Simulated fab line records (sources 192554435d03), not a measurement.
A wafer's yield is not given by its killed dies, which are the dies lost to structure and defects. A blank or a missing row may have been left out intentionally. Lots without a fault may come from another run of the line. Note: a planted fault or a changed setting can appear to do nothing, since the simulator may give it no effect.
Matching of chambers | flow n5_finfet | 4 sister chambers for N5_BEOL_M10_ALD_74 on ald_metal-01
The step deposits TaN, target thk 2 nm, pulse time 2 s, purge time 3 s. 20 wafers are shown with their chamber, then 10 later ones without.

WAFERS WITH THEIR CHAMBER
wafer  | chamber | heater_power_w (W) | chamber_pressure_Torr (Torr)
L076.1 | 0       | 364                | 2.993
L076.2 | 2       | 383                | 2.999
L076.4 | 3       | 416                | 2.978
L078.2 | 1       | 412                | 3.005
L078.3 | 3       | 409                | 2.996
L078.6 | 1       | 421                | 3.007
L080.2 | 2       | 375                | 2.998
L080.4 | 3       | 410                | 2.996
L080.5 | 0       | 369                | 2.988
L085.1 | 1       | 426                | 2.990
L085.4 | 0       | 382                | 3.001
L085.5 | 1       | 420                | 2.996
L087.1 | 0       | 368                | 3.001
L087.2 | 1       | 422                | 2.995
L087.3 | 2       | 386                | 3.006
L091.1 | 3       | 412                | 3.008
L091.3 | 0       | 368                | 3.001
L091.6 | 2       | 385                | 3.000
L092.1 | 3       | 398                | 2.997
L092.4 | 2       | 378                | 3.002

SIGNATURES, as means of the wafers listed above
reading               | chamber 0 | chamber 1 | chamber 2 | chamber 3 | scatter within a chamber
heater_power_w        | 370.20    | 420.20    | 381.40    | 409.00    | 5.93
chamber_pressure_Torr | 2.99680   | 2.99860   | 3.00100   | 2.99500   | 0.00731
Rule: a wafer's distance from a chamber is the root of the sum, over the readings, of the square of ((its reading less the chamber's mean) divided by the reading's scatter). If the next closest chamber is less than 2 further off than the closest, the wafer can't be placed; otherwise it belongs to the closest. How the scatter is found: for the shown wafers, subtract from each reading the mean of its chamber, square and add these, divide the total by (wafers less chambers), then take the root.

WAFERS WITHOUT THEIR CHAMBER
wafer  | heater_power_w (W) | chamber_pressure_Torr (Torr)
L092.5 | 366                | 2.996
L094.2 | 374                | 2.998
L094.3 | 357                | 3.005
L094.6 | 361                | 3.004
L095.2 | 391                | 3.006
L095.4 | 400                | 2.996
L095.5 | 393                | 3.004
L096.3 | 391                | 2.997
L096.4 | 371                | 2.999
L096.6 | 397                | 2.996

THE CHAMBER EACH PASSED THROUGH
wafer  | from the rows above          | in truth
L092.5 | can't be placed: 0 or 2      | 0
L094.2 | can't be placed: 0 or 2      | 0
L094.3 | can't be placed: 0 or 2      | 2
L094.6 | can't be placed: 0 or 2      | 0
L095.2 | can't be placed: 2 or 3 or 0 | 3
L095.4 | can't be placed: 3 or 2 or 1 | 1
L095.5 | can't be placed: 2 or 3 or 0 | 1
L096.3 | can't be placed: 2 or 3 or 0 | 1
L096.4 | can't be placed: 0 or 2      | 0
L096.6 | can't be placed: 3 or 2 or 1 | 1
0 of 10 placed correctly. Not placeable from these rows: 10 (in 8, the candidates include the true chamber). 0 placed wrongly.
